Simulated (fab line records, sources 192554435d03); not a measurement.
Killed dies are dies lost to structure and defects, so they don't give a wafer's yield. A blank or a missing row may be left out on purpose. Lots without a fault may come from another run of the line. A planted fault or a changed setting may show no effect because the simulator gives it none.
Which tool did it? | flow n5_finfet | 10 lots, 30 wafers sampled, at 4 steps of a route of 1938

WHAT THE GAUGES READ, wafer by wafer
The record holds no reading of a measuring or inspecting step that can be judged against a usual standard deviation.

WHICH TOOL RAN EACH LOT (tool, then ch and the chambers of the sampled wafers, then the start)
lot  | N5_PASSIVATION_STRIP_14            | N5_PASSIVATION_ETCH_15                        | N5_PASSIVATION_PECVD_53         | N5_PASSIVATION_DESCUM_46
L843 | rie_diel-04 ch 1,2,3, day 12 14:20 | rie_diel-04 ch 1,2,3, day 12 17:41 or earlier | pecvd-04 ch 0,2, day 12 17:41   | rie_diel-06 ch 0,1,2, day 12 18:27
L845 | rie_diel-04 ch 1,2,3, day 13 02:18 | rie_diel-04 ch 1,2,3, day 13 06:50 or earlier | pecvd-01 ch 0,2, day 13 06:50   | rie_diel-02 ch 1,2,3, day 13 07:36
L850 | rie_diel-05 ch 0,2,3, day 14 14:20 | rie_diel-05 ch 0,2,3, day 14 16:41 or earlier | pecvd-02 ch 0,2, day 14 16:41   | rie_diel-06 ch 0,1,3, day 14 17:35
L851 | rie_diel-03 ch 1,2, day 14 19:42   | rie_diel-03 ch 1,2, day 14 22:11 or earlier   | pecvd-01 ch 0,2, day 14 22:11   | rie_diel-06 ch 0,1,2, day 14 22:49
L852 | rie_diel-05 ch 0,1,2, day 15 10:52 | rie_diel-05 ch 0,1,2, day 15 15:12 or earlier | pecvd-02 ch 0,1,2, day 15 15:12 | rie_diel-02 ch 1,2,3, day 15 15:50
L855 | rie_diel-05 ch 0,3, day 15 21:42   | rie_diel-05 ch 0,3, day 16 00:26 or earlier   | pecvd-04 ch 0,1,2, day 16 00:26 | rie_diel-01 ch 0,2,3, day 16 01:04
L854 | rie_diel-04 ch 0,1,3, day 15 22:33 | rie_diel-04 ch 0,1,3, day 16 01:05 or earlier | pecvd-04 ch 0,1,2, day 16 01:05 | rie_diel-02 ch 0,2, day 16 01:43
L857 | rie_diel-05 ch 0,3, day 16 07:50   | rie_diel-05 ch 0,3, day 16 10:38 or earlier   | pecvd-01 ch 1,2, day 16 10:38   | rie_diel-02 ch 0,1, day 16 11:24
L862 | rie_diel-05 ch 0,1,3, day 17 03:37 | rie_diel-05 ch 0,1,3, day 17 06:09 or earlier | pecvd-01 ch 0,1, day 17 06:09   | rie_diel-01 ch 1,2,3, day 17 07:09
L864 | rie_diel-04 ch 0,2,3, day 18 12:17 | rie_diel-04 ch 0,2,3, day 18 14:47 or earlier | pecvd-01 ch 1,2, day 18 14:47   | rie_diel-01 ch 1,3, day 18 15:33
- N5_PASSIVATION_STRIP_14: strips in O2.
- N5_PASSIVATION_ETCH_15: etches SiCN in CF4/N2, target depth 75 nm, time 81.2 s.
- N5_PASSIVATION_PECVD_53: deposits SiO2 from TEOS/O2, target thk 800 nm, time 169.4 s.
- N5_PASSIVATION_DESCUM_46: chemistry O2, time 7.9 s.

WHAT THE TOOLS THEMSELVES READ (means of the sampled wafers that have a number; where no wafer has one, the mark that the record gives instead)
N5_PASSIVATION_STRIP_14.
lot  | tool        | drypump_motor_current_A (A) | oes_product_au (a.u.) | rf_vpp_V (V) | showerhead_plenum_p_Torr (Torr) | throttle_valve_pct (%)
L843 | rie_diel-04 | 6.4                         | 0.72                  | 3.9          | 2.08                            | 16.78
L845 | rie_diel-04 | 6.4                         | 0.71                  | 3.4          | 2.08                            | 16.79
L850 | rie_diel-05 | 5.5                         | 0.76                  | 4.2          | 2.15                            | 16.87
L851 | rie_diel-03 | 5.7                         | 0.75                  | 4.5          | 2.07                            | 16.62
L852 | rie_diel-05 | 5.6                         | 0.72                  | 4.2          | 2.13                            | 16.91
L855 | rie_diel-05 | 5.5                         | 0.78                  | 4.3          | 2.16                            | 16.81
L854 | rie_diel-04 | 6.0                         | 0.73                  | 3.6          | 2.12                            | 16.76
L857 | rie_diel-05 | 5.4                         | 0.76                  | 3.8          | 2.12                            | 16.85
L862 | rie_diel-05 | 5.6                         | 0.74                  | 3.9          | 2.15                            | 16.86
L864 | rie_diel-04 | 6.1                         | 0.80                  | 3.9          | 2.11                            | 16.57

N5_PASSIVATION_ETCH_15.
lot  | tool        | drypump_motor_current_A (A) | oes_product_au (a.u.) | rf_vpp_V (V) | showerhead_plenum_p_Torr (Torr) | throttle_valve_pct (%)
L843 | rie_diel-04 | 6.4                         | 0.71                  | 381.4        | 2.19                            | 15.53
L845 | rie_diel-04 | 6.4                         | 0.70                  | 382.4        | 2.19                            | 15.55
L850 | rie_diel-05 | 5.5                         | 0.75                  | 383.9        | 2.26                            | 15.65
L851 | rie_diel-03 | 5.6                         | 0.75                  | 380.5        | 2.17                            | 15.36
L852 | rie_diel-05 | 5.6                         | 0.71                  | 382.9        | 2.25                            | 15.70
L855 | rie_diel-05 | 5.5                         | 0.78                  | 384.6        | 2.28                            | 15.58
L854 | rie_diel-04 | 6.0                         | 0.72                  | 382.9        | 2.23                            | 15.52
L857 | rie_diel-05 | 5.4                         | 0.76                  | 382.8        | 2.24                            | 15.66
L862 | rie_diel-05 | 5.6                         | 0.74                  | 383.7        | 2.26                            | 15.62
L864 | rie_diel-04 | 6.1                         | 0.80                  | 382.3        | 2.22                            | 15.31

N5_PASSIVATION_PECVD_53.
lot  | tool     | chamber_pressure_Torr (Torr) | run_length_s (s)
L843 | pecvd-04 | 6.511                        | 197.3
L845 | pecvd-01 | 6.494                        | 197.2
L850 | pecvd-02 | 6.515                        | 202.6
L851 | pecvd-01 | 6.496                        | 197.5
L852 | pecvd-02 | 6.486                        | 202.7
L855 | pecvd-04 | 6.500                        | 197.3
L854 | pecvd-04 | 6.489                        | 197.9
L857 | pecvd-01 | 6.504                        | 197.3
L862 | pecvd-01 | 6.495                        | 196.8
L864 | pecvd-01 | 6.504                        | 197.6

N5_PASSIVATION_DESCUM_46.
lot  | tool        | bias_power_w (W) | drypump_motor_current_A (A) | oes_product_au (a.u.) | rf_vpp_V (V) | showerhead_plenum_p_Torr (Torr) | throttle_valve_pct (%)
L843 | rie_diel-06 | 20.03            | 5.5                         | 0.79                  | 243.3        | 2.10                            | 20.31
L845 | rie_diel-02 | 20.04            | 5.6                         | 0.79                  | 242.9        | 2.07                            | 20.26
L850 | rie_diel-06 | 19.98            | 5.7                         | 0.80                  | 244.1        | 2.17                            | 20.33
L851 | rie_diel-06 | 19.95            | 5.5                         | 0.77                  | 244.3        | 2.09                            | 20.35
L852 | rie_diel-02 | 20.05            | 5.5                         | 0.76                  | 242.2        | 2.07                            | 20.30
L855 | rie_diel-01 | 20.01            | 5.8                         | 0.83                  | 242.4        | 2.03                            | 20.26
L854 | rie_diel-02 | 20.02            | 5.7                         | 0.76                  | 242.7        | 2.07                            | 20.27
L857 | rie_diel-02 | 20.02            | 5.9                         | 0.76                  | 242.3        | 2.07                            | 20.31
L862 | rie_diel-01 | 19.98            | 5.9                         | 0.83                  | 242.9        | 2.04                            | 20.39
L864 | rie_diel-01 | 20.06            | 6.1                         | 0.82                  | 242.8        | 2.03                            | 20.45

THE ANSWER, worked out from the rows above alone
Rule: what is usual is taken from the lots themselves. Put in order of their means at a reading, lots are off if they are a third of the lots or fewer, leave a main group of 4 or more, and stand apart from it by a gap of 3 or more times the standard deviation of the main group's means; of several such gaps the widest counts. A main group whose means are all the same, to the digits that the tables above print for the reading, isn't used. A lot without any number at a reading at which 4 lots or more have one is off too. The other lots that the step has rows for count as sound. The gauges are gone through in route order, then the tools' own readings, and for those a lot's mean is taken as printed above. The first step at which some lot is off is used, and at that step the reading that is off furthest; a lot without a number counts as furthest.
Off: L850, L852, at N5_PASSIVATION_PECVD_53 (run_length_s). The main group: mean 197.4 s, standard deviation 0.3.
A tool fits if, at that step or a process step before it, it ran every lot that is off, and no sound lot after the first of them. N5_PASSIVATION_ETCH_15 gives no start for some lots, so the hours and the order of its lots are those of N5_PASSIVATION_PECVD_53. One fits: pecvd-02 at N5_PASSIVATION_PECVD_53. It ran no sound lot before its first lot that is off in this sample, so the start can't be narrowed down.
The tool's own readings at N5_PASSIVATION_PECVD_53 bear it out: on the lots that are off they differ by more than 5 times the standard deviation of the sound lots' means. run_length_s reads 202.6 s there against 197.4 s on the sound lots.

WHAT THE SIMULATOR HAD PUT IN
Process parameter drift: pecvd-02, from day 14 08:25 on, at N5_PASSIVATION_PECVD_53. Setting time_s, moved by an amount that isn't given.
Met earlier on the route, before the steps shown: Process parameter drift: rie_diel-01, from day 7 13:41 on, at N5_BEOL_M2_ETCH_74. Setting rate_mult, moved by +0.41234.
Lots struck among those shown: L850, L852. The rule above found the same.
